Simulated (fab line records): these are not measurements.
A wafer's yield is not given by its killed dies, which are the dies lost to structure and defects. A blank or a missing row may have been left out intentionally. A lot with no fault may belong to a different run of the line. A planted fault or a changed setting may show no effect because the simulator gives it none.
3 desks looking at one fault || flow nand_harc || only its own numbers are on each desk; what lay behind them is given at the end

== THE DEFECT DESK ==
Counts from the inspections along the route, per lot, as means over the sampled wafers that have a number. If a lot's mean is further than 4 standard deviations from the usual mean, the lot is out of limits and carries the mark OUT (the distance appears in the brackets).
Columns: A = raw_defect_count at NHARC_A_ZERO_WELL_INSPECT_17, usual 11; B = raw_defect_count at NHARC_A_SOURCE_PLATE_INSPECT_08, usual 63
{"lot": "L703", "first seen here": "day 7 05:15", "A": 7, "B": 28}
{"lot": "L704", "first seen here": "day 7 06:23", "A": 11, "B": 28}
{"lot": "L705", "first seen here": "day 7 06:47", "A": 9, "B": 84}
{"lot": "L707", "first seen here": "day 7 23:35", "A": 9, "B": 53}
{"lot": "L708", "first seen here": "day 8 02:42", "A": 25, "B": 73}
{"lot": "L709", "first seen here": "day 8 02:44", "A": 5, "B": 94}
{"lot": "L712", "first seen here": "day 8 17:58", "A": 8, "B": 58}
{"lot": "L713", "first seen here": "day 9 10:56", "A": 15, "B": 81}
{"lot": "L714", "first seen here": "day 9 21:21", "A": 18, "B": 57}
{"lot": "L716", "first seen here": "day 10 15:13", "A": "373 (+62) OUT", "B": "439 (+14) OUT"}
{"lot": "L723", "first seen here": "day 12 00:08", "A": 18, "B": 113}
{"lot": "L724", "first seen here": "day 12 02:14", "A": 8, "B": 63}
This desk finds L716 out of limits, L716 being first, at day 10 15:13 (raw_defect_count at NHARC_A_ZERO_WELL_INSPECT_17). L703, L704, L705, L707, L708, L709, L712, L713, L714, L723, L724 stayed within limits.

== AT THE TOOL OWNER'S DESK: wet_bench-02 ==
The tool's own readings at NHARC_A_ZERO_WELL_STRIP_14 (strips in SPM, time 900 s): means of the sampled wafers that have a number, for each lot that ran on this tool. If a lot's mean is further than 4 standard deviations from the usual mean, the lot is out of limits and carries the mark OUT (the distance appears in the brackets).
Columns: A = temp_c at NHARC_A_ZERO_WELL_STRIP_14, usual 130.00 C
{"lot": "L704", "first seen here": "day 7 05:25", "A": 130.00}
{"lot": "L713", "first seen here": "day 9 09:58", "A": 129.89}
{"lot": "L716", "first seen here": "day 10 14:16", "A": 130.03}
Result from this desk: across the 3 lots, nothing is out of limits.

== AT THE METROLOGY DESK ==
Lot by lot, what the gauges showed, no matter which tool ran the lot: averages of those sampled wafers that carry a number. If a lot's mean is further than 4 standard deviations from the usual mean, the lot is out of limits and carries the mark OUT (the distance appears in the brackets).
Columns: A = thk_nm at NHARC_A_ONON_D1_THK_MEAS_02, usual 999 nm
{"lot": "L705", "first seen here": "day 8 04:41", "A": 1004}
{"lot": "L703", "first seen here": "day 8 04:42", "A": 1009}
{"lot": "L704", "first seen here": "day 8 04:42", "A": 1005}
{"lot": "L707", "first seen here": "day 8 20:21", "A": 1002}
{"lot": "L708", "first seen here": "day 8 23:52", "A": 992}
{"lot": "L709", "first seen here": "day 8 23:53", "A": 977}
{"lot": "L712", "first seen here": "day 9 15:48", "A": 1005}
{"lot": "L713", "first seen here": "day 10 09:09", "A": 995}
{"lot": "L714", "first seen here": "day 10 18:39", "A": 1005}
{"lot": "L716", "first seen here": "day 11 12:38", "A": 998}
{"lot": "L724", "first seen here": "day 12 21:35", "A": 996}
{"lot": "L723", "first seen here": "day 12 21:37", "A": 999}
Result from this desk: across the 12 lots, nothing is out of limits.

== BROUGHT TOGETHER ==
The defect desk could have raised an alarm at day 10 15:13, on L716.
The desk of the tool owner found nothing out of limits.
At the metrology desk, nothing out of limits was observed.
The tool owner's desk has L716 on record, within its limits.
The metrology desk has L716 on record, within its limits.
NHARC_A_ZERO_WELL_STRIP_14 was run on wet_bench-02 by each of the lots named.

== WHAT WAS PUT IN BY THE SIMULATOR ==
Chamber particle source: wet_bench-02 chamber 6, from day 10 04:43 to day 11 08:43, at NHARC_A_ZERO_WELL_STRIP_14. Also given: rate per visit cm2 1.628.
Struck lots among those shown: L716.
Hours from the fault's start to each desk's first reading out of limits: the defect desk, 11.
